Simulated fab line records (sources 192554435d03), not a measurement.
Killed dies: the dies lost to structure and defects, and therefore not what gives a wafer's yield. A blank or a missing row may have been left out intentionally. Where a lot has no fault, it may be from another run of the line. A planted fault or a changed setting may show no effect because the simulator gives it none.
Which tool did it? | flow n5Finfet | 24 lots, 72 wafers sampled, at 6 steps of a route of 1938

## WHAT THE GAUGES READ, wafer by wafer
N5_BEOL_M11_OVL_MEAS_29.
lot  | measured     | on         | V10_OVL (nm)
L074 | day 10 04:20 | overlay-02 | -0.3 -0.4 -0.8
L075 | day 10 04:38 | overlay-02 | -0.8 -0.3 -0.3
L076 | day 11 00:46 | overlay-01 | -0.7 0.9 0.1
L077 | day 11 00:56 | overlay-02 | 0.7 0.6 -0.2
L078 | day 11 07:35 | overlay-01 | -1.3 -1.3 -1.1
L081 | day 12 00:35 | overlay-02 | 0.3 -0.2 -0.8
L079 | day 12 03:31 | overlay-01 | -0.3 0.1 -0.3
L080 | day 12 03:41 | overlay-02 | 1.3 0.2 0.5
L082 | day 12 13:34 | overlay-01 | 0.4 0.2 -0.3
L083 | day 13 01:20 | overlay-01 | 0.6 0.6 1.1
L084 | day 13 10:01 | overlay-01 | 0.1 0.0 0.6
L085 | day 13 13:29 | overlay-02 | 1.8 0.3 -0.9
L086 | day 13 17:20 | overlay-02 | 1.3 -0.7 0.6
L088 | day 14 02:49 | overlay-01 | -0.8 -0.9 -0.5
L087 | day 14 05:11 | overlay-01 | -1.2 -0.5 -0.6
L089 | day 14 09:06 | overlay-02 | 0.4 -0.4 -0.6
L091 | day 14 17:34 | overlay-02 | -0.5 0.1 1.2
L090 | day 14 18:03 | overlay-01 | -0.2 -0.1 -2.0
L093 | day 15 10:25 | overlay-02 | -0.7 -0.5 -1.3
L092 | day 15 10:35 | overlay-02 | 1.2 0.3 -0.4
L095 | day 15 17:10 | overlay-01 | -0.2 0.8 0.2
L097 | day 15 18:59 | overlay-01 | -0.3 -0.2 0.5
L094 | day 15 20:03 | overlay-01 | -0.4 -0.5 -0.5
L096 | day 15 21:42 | overlay-02 | -1.3 -1.3 -1.4

N5_BEOL_M11_RS_MEAS_57: uses a four-point probe to measure.
lot  | measured     | on           | M11_RS (ohm/sq)
L074 | day 10 08:10 | filmMetro-02 | 0.154 0.158 0.158
L075 | day 10 08:41 | filmMetro-02 | 0.147 0.147 0.150
L076 | day 11 03:43 | filmMetro-01 | 0.145 0.149 0.145
L077 | day 11 05:11 | filmMetro-01 | 0.150 0.149 0.152
L078 | day 11 11:22 | filmMetro-02 | 0.149 0.153 0.157
L081 | day 12 03:26 | filmMetro-02 | 0.154 0.155 0.148
L079 | day 12 06:37 | filmMetro-01 | 0.153 0.148 0.148
L080 | day 12 07:22 | filmMetro-01 | 0.152 0.152 0.149
L082 | day 12 18:21 | filmMetro-02 | 0.146 0.146 0.147
L083 | day 13 04:59 | filmMetro-02 | 0.151 0.151 0.147
L084 | day 13 12:56 | filmMetro-02 | 0.150 0.154 0.149
L085 | day 13 16:53 | filmMetro-01 | 0.151 0.154 0.154
L086 | day 13 21:14 | filmMetro-01 | 0.150 0.149 0.150
L088 | day 14 06:02 | filmMetro-01 | 0.142 0.144 0.143
L087 | day 14 08:16 | filmMetro-01 | 0.149 0.153 0.154
L089 | day 14 13:29 | filmMetro-01 | 0.148 0.144 0.151
L091 | day 14 21:00 | filmMetro-01 | 0.148 0.144 0.149
L090 | day 14 23:11 | filmMetro-01 | 0.155 0.155 0.152
L093 | day 15 13:20 | filmMetro-01 | 0.144 0.149 0.149
L092 | day 15 14:29 | filmMetro-01 | 0.154 0.148 0.145
L095 | day 15 21:10 | filmMetro-02 | 0.155 0.151 0.154
L097 | day 15 22:25 | filmMetro-02 | 0.155 0.145 0.148
L094 | day 15 23:54 | filmMetro-02 | 0.151 0.148 0.148
L096 | day 16 02:20 | filmMetro-01 | 0.151 0.156 0.152

N5_BEOL_M12_CD_MEAS_10 targets a cd of 140 nm.
lot  | measured     | on       | cdNm (nm)
L074 | day 10 08:40 | cdSem-03 | 137.8 137.0 137.7
L075 | day 10 09:14 | cdSem-02 | 140.4 144.0 144.0
L076 | day 11 04:21 | cdSem-02 | 140.2 139.8 142.1
L077 | day 11 05:41 | cdSem-01 | 141.3 142.4 140.0
L078 | day 11 11:52 | cdSem-01 | 139.0 140.5 140.8
L081 | day 12 03:56 | cdSem-02 | 141.0 139.9 137.1
L079 | day 12 07:07 | cdSem-03 | 137.7 140.2 137.7
L080 | day 12 07:59 | cdSem-02 | 138.9 141.2 140.1
L082 | day 12 18:58 | cdSem-03 | 136.3 142.7 144.2
L083 | day 13 05:37 | cdSem-03 | 143.8 142.9 140.4
L084 | day 13 13:33 | cdSem-02 | 140.2 141.2 138.1
L085 | day 13 17:32 | cdSem-02 | 139.3 141.2 141.7
L086 | day 13 21:52 | cdSem-03 | 144.3 143.1 143.0
L088 | day 14 06:32 | cdSem-02 | 142.7 143.9 143.1
L087 | day 14 08:53 | cdSem-02 | 139.9 141.9 142.7
L089 | day 14 13:59 | cdSem-02 | 135.6 139.7 139.3
L091 | day 14 21:38 | cdSem-03 | 140.7 139.8 140.9
L090 | day 14 23:49 | cdSem-03 | 141.8 143.4 142.4
L093 | day 15 13:50 | cdSem-02 | 142.7 139.4 144.4
L092 | day 15 14:59 | cdSem-03 | 141.9 142.1 142.7
L095 | day 15 21:47 | cdSem-02 | 140.2 142.1 142.0
L097 | day 15 23:02 | cdSem-03 | 139.0 142.5 145.3
L094 | day 16 00:32 | cdSem-01 | 140.9 138.4 136.1
L096 | day 16 02:51 | cdSem-01 | 143.7 143.1 143.8

## EACH LOT AND THE TOOL THAT RAN IT (in order: tool; ch and the chambers of the sampled wafers; start)
lot  | N5_BEOL_M11_TRENCH_ETCH_37                   | N5_BEOL_M11_SURFACE_TREAT_76 | N5_BEOL_M11_SPUTTER_48
L074 | rieDiel-05 ch 1,3, day 10 06:04 or earlier   | pvdSputter-01, day 10 06:04  | pvdSputter-03, day 10 07:04
L075 | rieDiel-04 ch 0,2,3, day 10 07:02 or earlier | pvdSputter-03, day 10 07:02  | pvdSputter-03, day 10 07:40
L076 | rieDiel-04 ch 1,2,3, day 11 02:20 or earlier | pvdSputter-02, day 11 02:20  | pvdSputter-02, day 11 02:41
L077 | rieDiel-02 ch 2,3, day 11 02:58 or earlier   | pvdSputter-02, day 11 02:58  | pvdSputter-03, day 11 03:11
L078 | rieDiel-05 ch 0,2,3, day 11 09:59 or earlier | pvdSputter-01, day 11 09:59  | pvdSputter-01, day 11 10:20
L081 | rieDiel-05 ch 0,2,3, day 12 02:09 or earlier | pvdSputter-03, day 12 02:09  | pvdSputter-03, day 12 02:28
L079 | rieDiel-05 ch 1,2,3, day 12 05:29 or earlier | pvdSputter-01, day 12 05:29  | pvdSputter-01, day 12 05:41
L080 | rieDiel-02 ch 2,3, day 12 05:50 or earlier   | pvdSputter-01, day 12 05:50  | pvdSputter-02, day 12 06:01
L082 | rieDiel-04 ch 0,2, day 12 17:05 or earlier   | pvdSputter-03, day 12 17:05  | pvdSputter-02, day 12 17:25
L083 | rieDiel-02 ch 2,3, day 13 03:28 or earlier   | pvdSputter-01, day 13 03:28  | pvdSputter-02, day 13 03:43
L084 | rieDiel-05 ch 0,2,3, day 13 11:36 or earlier | pvdSputter-03, day 13 11:36  | pvdSputter-01, day 13 11:46
L085 | rieDiel-05 ch 0,1,3, day 13 15:15 or earlier | pvdSputter-02, day 13 15:15  | pvdSputter-02, day 13 15:56
L086 | rieDiel-02 ch 0,1, day 13 19:28 or earlier   | pvdSputter-03, day 13 19:28  | pvdSputter-03, day 13 19:44
L088 | rieDiel-04 ch 1,2, day 14 04:22 or earlier   | pvdSputter-02, day 14 04:22  | pvdSputter-01, day 14 04:58
L087 | rieDiel-05 ch 0,2,3, day 14 06:48 or earlier | pvdSputter-02, day 14 06:48  | pvdSputter-02, day 14 07:02
L089 | rieDiel-04 ch 2,3, day 14 10:37 or earlier   | pvdSputter-01, day 14 10:37  | pvdSputter-01, day 14 12:32
L091 | rieDiel-04 ch 0,2,3, day 14 19:20 or earlier | pvdSputter-01, day 14 19:20  | pvdSputter-03, day 14 20:03
L090 | rieDiel-05 ch 0,1,2, day 14 21:02 or earlier | pvdSputter-01, day 14 21:02  | pvdSputter-01, day 14 21:28
L093 | rieDiel-04 ch 1,2,3, day 15 11:55 or earlier | pvdSputter-02, day 15 11:55  | pvdSputter-02, day 15 12:07
L092 | rieDiel-02 ch 0,2,3, day 15 13:01 or earlier | pvdSputter-03, day 15 13:01  | pvdSputter-03, day 15 13:15
L095 | rieDiel-05 ch 1,2,3, day 15 19:56 or earlier | pvdSputter-01, day 15 19:56  | pvdSputter-02, day 15 20:14
L097 | rieDiel-02 ch 0,1, day 15 20:56 or earlier   | pvdSputter-02, day 15 20:56  | pvdSputter-01, day 15 21:07
L094 | rieDiel-04 ch 0,1,2, day 15 22:35 or earlier | pvdSputter-01, day 15 22:35  | pvdSputter-01, day 15 22:58
L096 | rieDiel-05 ch 1,2,3, day 15 23:56 or earlier | pvdSputter-03, day 15 23:56  | pvdSputter-01, day 16 01:24
- N5_BEOL_M11_TRENCH_ETCH_37: etches SiCOH lowk in C4F6/O2, target depth 148.83 nm, time 48 s.
- N5_BEOL_M11_SURFACE_TREAT_76
- N5_BEOL_M11_SPUTTER_48: material Cu, target thk 12 nm, time 2 s.

## AS READ BY THE TOOLS THEMSELVES (means over the sampled wafers that have a number; for cases with no such wafer, the mark the record gives instead)
N5_BEOL_M11_TRENCH_ETCH_37.
lot  | tool       | drypumpMotorCurrentA (A) | oesProductAu (a.u.) | rfVppV (V) | showerheadPlenumPTorr (Torr) | throttleValvePct (%)
L074 | rieDiel-05 | 5.8                      | 0.77                | 675        | 2.91                         | 21.26
L075 | rieDiel-04 | 5.4                      | 0.86                | 664        | 2.85                         | 20.76
L076 | rieDiel-04 | 5.7                      | 0.88                | 670        | 2.89                         | 20.77
L077 | rieDiel-02 | 5.8                      | 0.71                | 674        | 2.82                         | 21.31
L078 | rieDiel-05 | 5.5                      | 0.76                | 656        | 2.90                         | 21.34
L081 | rieDiel-05 | 5.6                      | 0.76                | 656        | 2.90                         | 21.34
L079 | rieDiel-05 | 5.9                      | 0.77                | 665        | 2.88                         | 21.15
L080 | rieDiel-02 | 5.8                      | 0.69                | 674        | 2.79                         | 21.27
L082 | rieDiel-04 | 5.4                      | 0.81                | 657        | 2.80                         | 20.86
L083 | rieDiel-02 | 5.9                      | 0.70                | 675        | 2.82                         | 21.34
L084 | rieDiel-05 | 5.6                      | 0.75                | 655        | 2.89                         | 21.35
L085 | rieDiel-05 | 5.6                      | 0.75                | 664        | 2.87                         | 21.28
L086 | rieDiel-02 | 6.2                      | 0.94                | 664        | 2.98                         | 20.76
L088 | rieDiel-04 | 5.6                      | 0.87                | 671        | 2.89                         | 20.78
L087 | rieDiel-05 | 5.6                      | 0.74                | 655        | 2.89                         | 21.36
L089 | rieDiel-04 | 5.4                      | 0.84                | 672        | 2.89                         | 20.72
L091 | rieDiel-04 | 5.4                      | 0.82                | 664        | 2.83                         | 20.81
L090 | rieDiel-05 | 5.6                      | 0.77                | 652        | 2.83                         | 21.16
L093 | rieDiel-04 | 5.7                      | 0.83                | 670        | 2.87                         | 20.81
L092 | rieDiel-02 | 5.9                      | 0.85                | 672        | 2.83                         | 21.06
L095 | rieDiel-05 | 5.9                      | 0.74                | 664        | 2.86                         | 21.18
L097 | rieDiel-02 | 6.2                      | 0.89                | 667        | 2.93                         | 20.85
L094 | rieDiel-04 | 5.7                      | 0.80                | 662        | 2.83                         | 20.90
L096 | rieDiel-05 | 5.9                      | 0.75                | 665        | 2.86                         | 21.19

N5_BEOL_M11_SPUTTER_48.
lot  | tool          | chuckSensorTempC (C) | susceptorTempC (C) | throttleValvePct (%)
L074 | pvdSputter-03 | -16.0                | -19.97             | 29.5
L075 | pvdSputter-03 | -15.6                | -19.83             | 30.6
L076 | pvdSputter-02 | -16.3                | -19.95             | 28.8
L077 | pvdSputter-03 | -15.7                | -19.94             | 30.4
L078 | pvdSputter-01 | -16.1                | -20.06             | 31.7
L081 | pvdSputter-03 | -15.8                | -20.06             | 30.3
L079 | pvdSputter-01 | -16.1                | -20.08             | 31.6
L080 | pvdSputter-02 | -16.3                | -19.96             | 29.1
L082 | pvdSputter-02 | -16.2                | -20.04             | 28.8
L083 | pvdSputter-02 | -16.1                | -20.11             | 29.1
L084 | pvdSputter-01 | -16.0                | -19.97             | 31.6
L085 | pvdSputter-02 | -16.0                | -19.97             | 29.0
L086 | pvdSputter-03 | -15.8                | -19.95             | 30.0
L088 | pvdSputter-01 | -15.8                | -20.08             | 31.7
L087 | pvdSputter-02 | -16.2                | -20.15             | 29.0
L089 | pvdSputter-01 | -16.2                | -19.95             | 31.3
L091 | pvdSputter-03 | -15.7                | -19.95             | 30.5
L090 | pvdSputter-01 | -16.5                | -20.07             | 31.8
L093 | pvdSputter-02 | -16.4                | -19.93             | 28.9
L092 | pvdSputter-03 | -15.8                | -20.03             | 30.3
L095 | pvdSputter-02 | -16.4                | -20.00             | 28.9
L097 | pvdSputter-01 | -16.2                | -20.05             | 31.2
L094 | pvdSputter-01 | -16.4                | -20.02             | 31.5
L096 | pvdSputter-01 | -16.1                | -19.96             | 31.8

## THE ANSWER, worked out from the rows above alone
Rule: what is usual is taken from the lots themselves. Put in order of their means at a reading, lots are off if they are a third of the lots or fewer, leave a main group of 4 or more, and stand apart from it by a gap of 3 or more times the standard deviation of the main group's means; of several such gaps the widest counts. Not used: any main group whose means are identical at the precision the tables above print for the reading. Also off: a lot with no number at a reading for which 4 or more lots have one. The other lots that the step has rows for count as sound. First the gauges in route order, then the tools' own readings, where a lot's mean is used as printed above. At the first step where some lot is off, the reading lying furthest off is the one used; lots without a number count as furthest.
Across all readings shown, no lot is off: no conclusion can be drawn from this.

## WHAT THE SIMULATOR HAD INSERTED
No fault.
